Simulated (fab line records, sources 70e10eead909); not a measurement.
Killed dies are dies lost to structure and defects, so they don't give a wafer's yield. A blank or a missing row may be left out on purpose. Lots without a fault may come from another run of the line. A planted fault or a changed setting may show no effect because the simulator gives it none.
Which tool did it? | flow nand_harc | 14 lots, 41 wafers sampled, at 4 steps of a route of 1159

WHAT THE GAUGES READ, wafer by wafer
NHARC_A_ZERO_WELL_CD_MEAS_10: target cd 2000 nm. Usual: cd_nm 2000.0 nm, standard deviation 1.5.
lot  | measured     | on        | cd_nm (nm)           | flag
L438 | day 6 14:44  | cd_sem-02 | 2001.9 2000.5 2000.7 |
L440 | day 7 04:37  | cd_sem-01 | 2003.8 2001.5 1998.9 |
L442 | day 7 06:48  | cd_sem-02 | 2003.3 2004.0 2002.3 |
L441 | day 7 07:35  | cd_sem-03 | 2000.1 1999.5 2001.1 |
L444 | day 8 03:58  | cd_sem-02 | 1997.8 1997.5 1998.0 |
L445 | day 8 08:44  | cd_sem-01 | 1999.2 2000.0 1998.8 |
L448 | day 9 10:06  | cd_sem-03 | 1998.2 1998.5 1999.4 |
L449 | day 9 16:09  | cd_sem-02 | 1998.4 1998.3 2000.6 |
L450 | day 9 17:41  | cd_sem-02 | 1998.9 1999.7        |
L456 | day 11 01:25 | cd_sem-03 | 1999.4 1999.1 1999.2 |
L457 | day 11 06:50 | cd_sem-03 | 2001.7 2001.3 2000.2 |
L458 | day 11 15:31 | cd_sem-03 | 1998.2 2001.0 2001.2 |
L460 | day 11 22:02 | cd_sem-03 | 2000.7 2000.8 2001.0 |
L461 | day 12 02:27 | cd_sem-03 | 1999.8 2000.3 1998.3 |

NHARC_A_SOURCE_PLATE_THK_MEAS_09: measures by ellipsometry. Usual: thk_nm 9.7 nm, standard deviation 0.99.
lot  | measured     | on            | thk_nm (nm)    | flag
L438 | day 6 21:38  | film_metro-01 | 8.5 8.7 8.8    |
L440 | day 7 14:31  | film_metro-02 | 10.2 10.5 8.7  |
L442 | day 7 14:31  | film_metro-01 | 10.3 10.0 10.4 |
L441 | day 7 14:31  | film_metro-02 | 9.4 9.9 11.2   |
L444 | day 8 15:44  | film_metro-01 | 11.0 9.9 11.5  |
L445 | day 8 15:44  | film_metro-02 | 9.8 9.0 10.6   |
L448 | day 9 19:44  | film_metro-02 | 9.4 9.6 9.3    |
L449 | day 10 03:03 | film_metro-01 | 9.7 10.0 9.4   |
L450 | day 10 03:03 | film_metro-02 | 7.9 9.9        |
L456 | day 11 10:08 | film_metro-01 | 9.5 9.5 9.5    |
L457 | day 11 13:32 | film_metro-02 | 10.9 8.7 10.7  |
L458 | day 12 01:31 | film_metro-01 | 7.7 9.9 10.4   |
L460 | day 12 07:07 | film_metro-01 | 11.5 9.4 10.5  |
L461 | day 12 11:22 | film_metro-01 | 9.4 9.9 9.2    |

NHARC_A_ONON_D1_THK_MEAS_14: measures by ellipsometry. Usual: thk_nm 1000 nm, standard deviation 8.8.
lot  | measured     | on            | thk_nm (nm)    | flag
L438 | day 7 14:31  | film_metro-01 | 994 994 995    |
L440 | day 8 06:31  | film_metro-01 | 985 985 984    |
L442 | day 8 06:31  | film_metro-02 | 991 991 990    |
L441 | day 8 06:36  | film_metro-01 | 1002 1002 1002 |
L444 | day 9 07:40  | film_metro-02 | 996 998 996    |
L445 | day 9 07:53  | film_metro-01 | 984 983 983    |
L448 | day 10 11:51 | film_metro-01 | 667 1009 1009  | OFF
L449 | day 10 20:38 | film_metro-02 | 1007 1007 1008 |
L450 | day 10 20:38 | film_metro-01 | 655 994        | OFF
L456 | day 12 03:23 | film_metro-02 | 989 991 992    |
L457 | day 12 03:14 | film_metro-02 | 1008 1010 1010 |
L458 | day 12 17:34 | film_metro-01 | 1015 1017 1016 |
L460 | day 12 23:23 | film_metro-01 | 1013 1013 1012 |
L461 | day 13 03:19 | film_metro-02 | 992 993 994    |

WHICH TOOL RAN EACH LOT (tool, then ch and the chambers of the sampled wafers, then the start)
lot  | NHARC_A_ONON_D1_DEP_12
L438 | pecvd_onon-04 ch 0, day 7 14:02
L440 | pecvd_onon-01 ch 0, day 8 06:03
L442 | pecvd_onon-03 ch 0, day 8 06:08
L441 | pecvd_onon-04 ch 0, day 8 06:05
L444 | pecvd_onon-04 ch 0, day 9 07:17
L445 | pecvd_onon-03 ch 0, day 9 07:26
L448 | pecvd_onon-03 ch 0, day 10 11:20
L449 | pecvd_onon-04 ch 0, day 10 20:14
L450 | pecvd_onon-03 ch 0, day 10 20:11
L456 | pecvd_onon-01 ch 0, day 12 02:52
L457 | pecvd_onon-04 ch 0, day 12 02:44
L458 | pecvd_onon-01 ch 0, day 12 17:04
L460 | pecvd_onon-03 ch 0, day 12 22:56
L461 | pecvd_onon-03 ch 0, day 13 02:49
- NHARC_A_ONON_D1_DEP_12: target thk 1000 nm.

WHAT THE TOOLS THEMSELVES READ (means of the sampled wafers that have a number; where no wafer has one, the mark that the record gives instead)
The record holds no such reading with a usual standard deviation.

THE ANSWER, worked out from the rows above alone
Rule: a lot is off if the mean of its wafers that have a number lies more than 3 standard deviations from the usual mean. A lot without any number at a reading at which 4 lots or more have one is off too. The other lots that the step has rows for count as sound. The gauges are gone through in route order, then the tools' own readings, and for those a lot's mean is taken as printed above. The first step at which some lot is off is used, and at that step the reading that is off furthest; a lot without a number counts as furthest.
Off: L448, L450, at NHARC_A_ONON_D1_THK_MEAS_14 (thk_nm).
A tool fits if, at a process step before that reading, it ran every lot that is off, and no sound lot after the first of them. The gauges at NHARC_A_ONON_D1_THK_MEAS_14 are tried like those tools. None of those tried fits.

WHAT THE SIMULATOR HAD PUT IN
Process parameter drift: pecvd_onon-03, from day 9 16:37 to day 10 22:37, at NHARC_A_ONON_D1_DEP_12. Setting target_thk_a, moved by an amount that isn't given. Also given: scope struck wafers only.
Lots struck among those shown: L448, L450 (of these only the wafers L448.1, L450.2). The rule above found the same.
